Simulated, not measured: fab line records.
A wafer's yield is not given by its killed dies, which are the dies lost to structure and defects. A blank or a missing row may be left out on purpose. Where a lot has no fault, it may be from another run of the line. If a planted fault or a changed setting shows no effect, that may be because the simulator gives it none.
Chamber matching    flow n5 finfet    3 sister chambers for N5_BEOL_M7_DEP_56 on pecvd-03
The step deposits SiCN from 3MS/NH3, target thk 10 nm, time 17.5 s. 6 wafers are shown with their chamber, then 8 later ones without.

== WAFERS PAIRED WITH THEIR CHAMBERS ==
wafer   chamber  throttle valve pct (%)  showerhead plenum p Torr (Torr)
L084.4  0        9.7                     3.678
L084.5  2        8.5                     3.644
L083.2  2        8.6                     3.658
L083.3  0        9.6                     3.680
L083.6  1        9.4                     3.647
L085.2  1        9.4                     3.650

== WAFERS WHOSE CHAMBER IS MISSING ==
wafer   throttle valve pct (%)  showerhead plenum p Torr (Torr)
L085.3  9.7                     3.687
L085.4  9.5                     3.683
L089.1  8.6                     3.659
L089.2  9.2                     3.650
L089.4  8.8                     3.663
L095.1  9.6                     3.683
L095.2  8.8                     3.649
L095.6  8.7                     3.651

== THE CHAMBER EACH PASSED THROUGH ==
wafer   from the rows above  in truth
L085.3  0                    0
L085.4  0                    0
L089.1  2                    2
L089.2  1                    1
L089.4  2                    2
L095.1  0                    0
L095.2  2                    2
L095.6  2                    2
Correctly placed: 8 of 8. From these rows, 0 cannot be placed. Number placed wrongly: 0.
How it was worked out, from the rows above alone: a wafer's distance from a chamber is the root of the sum, over the readings, of the square of ((its reading less the chamber's mean) divided by the reading's scatter). The wafer belongs to the nearest chamber; if the next one is less than 2 further off, it can't be placed. A chamber's mean is the mean of its shown wafers. The scatter: the root of (the sum of the squares of (reading less its chamber's mean) over the shown wafers, divided by (wafers less chambers)).
